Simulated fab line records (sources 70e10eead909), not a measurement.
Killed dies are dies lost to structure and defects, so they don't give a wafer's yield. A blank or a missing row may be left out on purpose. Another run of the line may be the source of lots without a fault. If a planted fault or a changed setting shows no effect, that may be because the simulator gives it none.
fab line records	flow nand_harc
record: lots: 13	wafers: 39	last_day: 30
route steps=1302 shown P_ZERO_WELL@44 P_STI@100 P_GATE@119 END@1302
lots with no fault: from the same line, run without faults
start_h: the number of hours between the record's first day and the start of the first shown wafer of the lot	wait_h: hours elapsed since this lot's preceding step	" repeats the value in the row above	L1.1+2: one row covering several wafers at once	- either no value or no given start	* or withheld: withheld	< > ~ a bound
route shown NAME@n: NAME is a module with steps in the file, n the number in the route of the first one	usual: mean/standard deviation taken from wafers without a fault	same: alike in all rows	chamber/n: place in a boat	sites: per-site readings	_std_site: standard deviation of those values	_edge_site: the outer-site mean with the inner-site mean subtracted	radius_mm: how far each site lies from the wafer's centre	mask NAME#n: copy n	behind: the tool/chamber that last shaped the wafer	hold: cause of the lot's hold/its duration in hours/its outcome	device: names the non-switching transistor (n, p or np)	end of line: tests of these same wafers at the route's end	a step with no rows: only its recipe	killed: dies that structure and defects cost at the first sort, which is not the same as the wafer's yield	map: a wafer's dies, marking killed ones x, the rest . and places with no die _
set.NAME: the setting that was run; set.NAME@STEP: the one run at that earlier step	model.NAME: the simulator's own value behind a step, which no gauge read
route steps across a sampled set of lots; one table per step, one row per wafer
services: the hour from which a tool's chamber was out of use, counted from the record's first day as start_h (under 0 if before that day), plus the number of hours and why
== steps ==
step: NHARC_P_ZERO_WELL_CD_MEAS_37
recipe: target_cd_nm: 720	landing_energy_ev: 500
usual: cd_nm: 719.2/1.8
lot.wafer	tool	chamber	start_h	wait_h	cd_nm
L387.2	cd_sem-02	0	24.22	-	721.4
L387.5	"	0	"	"	716.8
L387.6	"	0	"	"	721.3
L388.3	cd_sem-03	0	34.24	-	717.3
L388.4	"	0	"	"	715.8
L388.6	"	0	"	"	715.8
L389.2	cd_sem-03	0	44.23	-	721.0
L389.4	"	0	"	"	721.2
L389.5	"	0	"	"	719.9
L390.1	cd_sem-01	0	54.10	-	714.7
L390.2	"	0	"	"	718.0
L390.3	"	0	"	"	717.3
L392.2	cd_sem-02	0	74.95	-	716.8
L392.4	"	0	"	"	721.7
L392.5	"	0	"	"	719.6
L394.1	cd_sem-02	0	94.27	-	719.9
L394.4	"	0	"	"	719.6
L394.5	"	0	"	"	721.9
L395.1	cd_sem-03	0	106.52	-	721.4
L395.2	"	0	"	"	719.1
L395.6	"	0	"	"	721.4
L397.2	cd_sem-01	0	124.09	-	717.3
L397.4	"	0	"	"	717.9
L397.6	"	0	"	"	716.1
L398.3	cd_sem-02	0	133.99	-	718.7
L398.5	"	0	"	"	721.6
L398.6	"	0	"	"	719.6
L399.2	cd_sem-02	0	144.10	-	721.3
L399.3	"	0	"	"	719.3
L399.5	"	0	"	"	719.1
L400.2	cd_sem-03	0	154.50	-	719.7
L400.3	"	0	"	"	719.1
L400.5	"	0	"	"	719.3
L402.1	cd_sem-03	0	174.02	-	721.8
L402.5	"	0	"	"	718.6
L402.6	"	0	"	"	719.6
L403.2	cd_sem-02	0	184.26	-	719.8
L403.3	"	0	"	"	717.5
L403.6	"	0	"	"	718.3
step: NHARC_P_STI_CMP_21
recipe: t_overpolish_s: 20	target_thk_nm: 380.67
usual: motor_current_A: 12.2/1.3	overpolish_run_s: 20.001/0.0083	retaining_ring_pressure_frac: 1.000/0.0049
lot.wafer	tool	chamber	start_h	wait_h	motor_current_A	overpolish_run_s	retaining_ring_pressure_frac
L387.2	cmp-04	2	66.80	0.4	13.3	20.004	0.999
L387.6	"	2	"	"	13.7	19.994	0.996
L387.5	"	3	"	"	11.4	19.989	0.997
L388.3	cmp-04	3	71.28	0.4	11.5	20.003	1.000
L388.4	"	2	"	"	13.8	19.985	1.001
L388.6	"	0	"	"	12.6	20.017	1.002
L389.4	cmp-03	3	80.83	0.4	13.3	19.995	1.000
L389.2	"	1	"	"	11.0	20.001	0.999
L389.5	"	2	"	"	9.4	20.007	1.006
L390.2	cmp-04	2	93.50	0.4	13.9	20.000	1.000
L390.3	"	0	"	"	11.8	20.002	1.007
L390.1	"	1	"	"	14.2	20.002	0.994
L392.4	cmp-03	3	115.42	0.4	12.3	20.010	0.993
L392.2	"	1	"	"	11.3	19.995	1.001
L392.5	"	3	"	"	12.6	20.000	0.997
L394.4	cmp-02	2	129.72	0.4	11.7	19.999	1.005
L394.1	"	3	"	"	12.5	19.999	0.992
L394.5	"	1	"	"	11.0	19.998	1.003
L395.2	cmp-02	2	146.06	0.4	11.7	20.008	1.001
L395.1	"	3	"	"	13.2	20.004	1.001
L395.6	"	2	"	"	11.3	19.997	0.996
L397.2	cmp-02	1	162.66	0.4	11.4	19.997	0.993
L397.4	"	2	"	"	11.3	20.003	0.998
L397.6	"	3	"	"	13.6	19.995	0.995
L398.3	cmp-04	2	170.65	0.4	14.2	20.010	0.999
L398.5	"	1	"	"	14.2	20.017	0.995
L398.6	"	2	"	"	13.8	19.998	0.992
L399.3	cmp-03	3	183.32	0.4	12.5	20.012	0.997
L399.2	"	1	"	"	10.7	19.989	0.988
L399.5	"	0	"	"	10.9	19.997	1.006
L400.2	cmp-04	2	207.21	0.4	13.9	19.986	0.993
L400.3	"	3	"	"	11.3	20.015	0.999
L400.5	"	1	"	"	14.7	20.014	0.998
L402.1	cmp-03	0	210.38	0.4	10.5	20.004	1.002
L402.6	"	0	"	"	10.5	20.005	1.008
L402.5	"	1	"	"	10.9	20.007	0.992
L403.2	cmp-04	1	224.16	0.4	14.5	19.997	0.997
L403.3	"	3	"	"	12.0	20.006	0.992
L403.6	"	0	"	"	12.7	19.999	1.004
step: NHARC_P_STI_INSPECT_25
usual: raw_defect_count: 239/110
lot.wafer	tool	chamber	start_h	wait_h	raw_defect_count
L387.2	defect_inspect-02	-	75.27	0.4	118
L387.5	"	-	"	"	161
L387.6	"	-	"	"	181
L388.3	defect_inspect-02	-	79.52	0.4	250
L388.4	"	-	"	"	189
L388.6	"	-	"	"	175
L389.2	defect_inspect-01	-	89.11	0.4	298
L389.4	"	-	"	"	199
L389.5	"	-	"	"	98
L390.1	defect_inspect-02	-	101.88	0.4	180
L390.2	"	-	"	"	264
L390.3	"	-	"	"	152
L392.2	defect_inspect-02	-	123.68	0.4	236
L392.4	"	-	"	"	213
L392.5	"	-	"	"	213
L394.1	defect_inspect-02	-	138.16	0.4	133
L394.4	"	-	"	"	107
L394.5	"	-	"	"	158
L395.1	defect_inspect-02	-	157.19	0.4	247
L395.2	"	-	"	"	332
L395.6	"	-	"	"	258
L397.2	defect_inspect-01	-	172.25	0.4	185
L397.4	"	-	"	"	217
L397.6	"	-	"	"	209
L398.3	defect_inspect-02	-	178.55	0.4	239
L398.5	"	-	"	"	193
L398.6	"	-	"	"	254
L399.2	defect_inspect-02	-	191.06	0.4	335
L399.3	"	-	"	"	283
L399.5	"	-	"	"	290
L402.1	defect_inspect-02	-	216.01	0.4	126
L402.5	"	-	"	"	199
L402.6	"	-	"	"	105
L400.2	defect_inspect-02	-	216.02	0.4	156
L400.3	"	-	"	"	229
L400.5	"	-	"	"	176
L403.2	defect_inspect-01	-	233.40	0.4	348
L403.3	"	-	"	"	204
L403.6	"	-	"	"	257
step: NHARC_P_GATE_EXPOSE_08
recipe: na: 0.6	dose_mj: 16.75	mask_id: P_HV
usual: focus_offset_nm: 0.0/0.5
lot.wafer	tool	chamber	start_h	wait_h	mask	focus_offset_nm
L387.2	krf_scanner-03	0	83.60	-	P_HV#0	0.3
L387.5	"	0	"	"	P_HV#0	-0.2
L387.6	"	0	"	"	P_HV#0	0.1
L388.3	krf_scanner-03	0	87.92	-	P_HV#0	-0.6
L388.4	"	0	"	"	P_HV#0	0.1
L388.6	"	0	"	"	P_HV#0	-0.3
L389.2	krf_scanner-03	0	97.58	-	P_HV#0	0.3
L389.4	"	0	"	"	P_HV#0	-0.7
L389.5	"	0	"	"	P_HV#0	-0.1
L390.1	krf_scanner-02	0	110.45	-	P_HV#0	-0.8
L390.2	"	0	"	"	P_HV#0	0.4
L390.3	"	0	"	"	P_HV#0	0.6
L392.2	krf_scanner-02	0	133.56	-	P_HV#0	-0.2
L392.4	"	0	"	"	P_HV#0	-0.9
L392.5	"	0	"	"	P_HV#0	-0.7
L394.1	krf_scanner-02	0	149.42	-	P_HV#0	-0.4
L394.4	"	0	"	"	P_HV#0	-0.4
L394.5	"	0	"	"	P_HV#0	0.4
L395.1	krf_scanner-04	0	165.48	-	P_HV#0	0.6
L395.2	"	0	"	"	P_HV#0	0.9
L395.6	"	0	"	"	P_HV#0	0.0
L397.2	krf_scanner-04	0	180.91	-	P_HV#0	0.6
L397.4	"	0	"	"	P_HV#0	0.0
L397.6	"	0	"	"	P_HV#0	0.0
L398.3	krf_scanner-02	0	187.13	-	P_HV#0	-0.1
L398.5	"	0	"	"	P_HV#0	-0.1
L398.6	"	0	"	"	P_HV#0	-0.4
L399.2	krf_scanner-02	0	199.25	-	P_HV#0	0.7
L399.3	"	0	"	"	P_HV#0	0.6
L399.5	"	0	"	"	P_HV#0	0.2
L402.1	krf_scanner-04	0	224.17	-	P_HV#0	0.4
L402.5	"	0	"	"	P_HV#0	0.3
L402.6	"	0	"	"	P_HV#0	0.3
L400.2	krf_scanner-04	0	224.22	-	P_PSD#0	0.0
L400.3	"	0	"	"	P_PSD#0	-0.5
L400.5	"	0	"	"	P_PSD#0	-0.1
L403.2	krf_scanner-03	0	241.71	-	P_HV#0	1.1
L403.3	"	0	"	"	P_HV#0	-0.2
L403.6	"	0	"	"	P_HV#0	-0.2
step: NHARC_P_GATE_CD_MEAS_11
recipe: target_cd_nm: 1640	landing_energy_ev: 500
usual: cd_nm: 1638.8/1.7
lot.wafer	tool	chamber	start_h	wait_h	cd_nm
L387.2	cd_sem-01	0	83.75	-	1640.7
L387.5	"	0	"	"	1640.1
L387.6	"	0	"	"	1641.6
L388.3	cd_sem-03	0	88.07	-	1640.6
L388.4	"	0	"	"	1635.5
L388.6	"	0	"	"	1640.9
L389.2	cd_sem-01	0	97.73	-	1639.8
L389.4	"	0	"	"	1637.0
L389.5	"	0	"	"	1640.7
L390.1	cd_sem-02	0	110.61	-	1640.8
L390.2	"	0	"	"	1642.6
L390.3	"	0	"	"	1640.0
L392.2	cd_sem-02	0	133.71	-	1640.2
L392.4	"	0	"	"	1638.7
L392.5	"	0	"	"	1639.2
L394.1	cd_sem-02	0	149.58	-	1637.2
L394.4	"	0	"	"	1638.5
L394.5	"	0	"	"	1637.8
L395.1	cd_sem-03	0	165.63	-	1639.0
L395.2	"	0	"	"	1639.9
L395.6	"	0	"	"	1637.1
L397.2	cd_sem-02	0	181.07	-	1637.8
L397.4	"	0	"	"	1640.2
L397.6	"	0	"	"	1638.6
L398.3	cd_sem-03	0	187.28	-	1639.1
L398.5	"	0	"	"	1637.0
L398.6	"	0	"	"	1639.2
L399.2	cd_sem-01	0	199.40	-	1640.4
L399.3	"	0	"	"	1640.3
L399.5	"	0	"	"	1640.8
L402.1	cd_sem-02	0	224.33	-	1635.4
L402.5	"	0	"	"	1638.2
L402.6	"	0	"	"	1634.4
L400.2	cd_sem-01	0	224.37	-	-
L400.3	"	0	"	"	-
L400.5	"	0	"	"	-
L403.2	cd_sem-02	0	241.87	-	1638.8
L403.3	"	0	"	"	1636.1
L403.6	"	0	"	"	1637.1
step: NHARC_END_SORT_01
recipe: temp_c: 25
usual: killed_at_array: 62/22	killed_at_other: 1.0/1.4	killed_at_periphery: 4.2/2.8	killed_dies: 67/23	killed_open: 3.1/1.7	killed_short: 2.1/1.5
same: gross_dies: 677
lot.wafer	tool	chamber	start_h	wait_h	killed_at_array	killed_at_other	killed_at_periphery	killed_dies	killed_open	killed_short
L400.2	prober-02	0	707.24	2.8	77	0	600	677	4	1
L400.3	prober-02	0	708.04	3.1	65	0	612	677	1	0
L400.5	prober-02	0	709.65	3.7	65	0	612	677	2	7
killed by level:class
L400.2 P_GATE:area_expose=595 A_CHANNEL_HOLE_D1:chamber_film_flake=31 A_CHANNEL_HOLE_D2:chamber_film_flake=30 A_CHANNEL_FILL_D1:chamber_film_flake=3 A_SGD_CUT:chamber_film_flake=3 A_SLIT:chamber_film_flake=3 P_GATE:chamber_film_flake=2 A_CONTACT:chamber_film_flake=2
L400.3 P_GATE:area_expose=608 A_CHANNEL_HOLE_D2:chamber_film_flake=26 A_CHANNEL_HOLE_D1:chamber_film_flake=24 A_SLIT:chamber_film_flake=5 A_SGD_CUT:chamber_film_flake=3 P_STI:chamber_film_flake=2 A_STAIRCASE:chamber_film_flake=2 A_WL_FILL:chamber_film_flake=2
L400.5 P_GATE:area_expose=604 A_CHANNEL_HOLE_D1:chamber_film_flake=27 A_CHANNEL_HOLE_D2:chamber_film_flake=22 A_SGD_CUT:chamber_film_flake=4 P_GATE:chamber_film_flake=3 A_CHANNEL_FILL_D1:geometric_particle:short=2 A_WL_FILL:geometric_particle:short=2 P_STI:chamber_film_flake=2
== services ==
tool	chamber	start_h	hours	kind
cmp-02	-	43.47	1.0	repair
krf_scanner-03	-	52.00	4.0	pm
cmp-04	-	57.30	0.8	repair
cmp-03	-	64.00	4.0	pm
cmp-02	-	80.43	1.0	repair
krf_scanner-02	-	94.00	4.0	pm
krf_scanner-03	-	99.68	1.9	repair
cmp-04	-	113.07	4.0	pm
cmp-04	-	128.31	1.7	repair
cmp-02	-	128.37	0.8	repair
krf_scanner-03	-	131.21	0.2	repair
cmp-02	-	134.65	4.0	pm
cmp-03	-	157.36	1.6	repair
cmp-03	-	162.00	4.0	pm
cmp-02	-	174.44	1.0	repair
cmp-04	-	179.10	1.0	repair
cmp-03	-	181.31	0.5	repair
krf_scanner-04	-	182.00	4.0	pm
krf_scanner-02	-	185.63	1.2	repair
cmp-04	-	202.38	1.3	repair
cmp-04	-	211.07	4.0	pm
krf_scanner-02	-	216.34	0.6	repair
krf_scanner-03	-	218.63	8.7	repair
cmp-02	-	220.00	3.3	repair
== key ==
first_sign: step: NHARC_P_GATE_EXPOSE_08	reading: mask	direction: changed
effect: step: NHARC_P_GATE_CD_MEAS_11	reading: cd_nm	direction: missing
effect: step: NHARC_END_SORT_01	reading: killed_at_periphery	direction: up	sigmas: 99+	usual: 4.2	struck: 608
more_kills_born_at: NHARC_P_GATE_EXPOSE_08@krf_scanner-04: 1807
met_at NHARC_P_GATE_EXPOSE_08
struck_lots L400
later_rows_left_out L400.2,L400.3,L400.5
tester_left_out L400
not_acting_at NHARC_P_ZERO_WELL_CD_MEAS_37,NHARC_P_STI_CMP_21,NHARC_P_STI_INSPECT_25
onset_between 224.17 224.22
fault: kind: wrong_mask	tool: any	chamber: -	onset_h: 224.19	steps: NHARC_P_GATE_EXPOSE_08	aux_copy: P_PSD#0	scope: struck_lots_only
tester_left_out: of these lots the tester's yield and bins aren't shown, on N5 and GAA mostly nor the transistor test; their killed dies are dies lost to structure and defects alone, not to doping, threshold or leakage, so they don't give the yield
later_rows_left_out: the simulator's readings of these wafers behind a module that went badly wrong aren't trusted and aren't shown, but for the sort
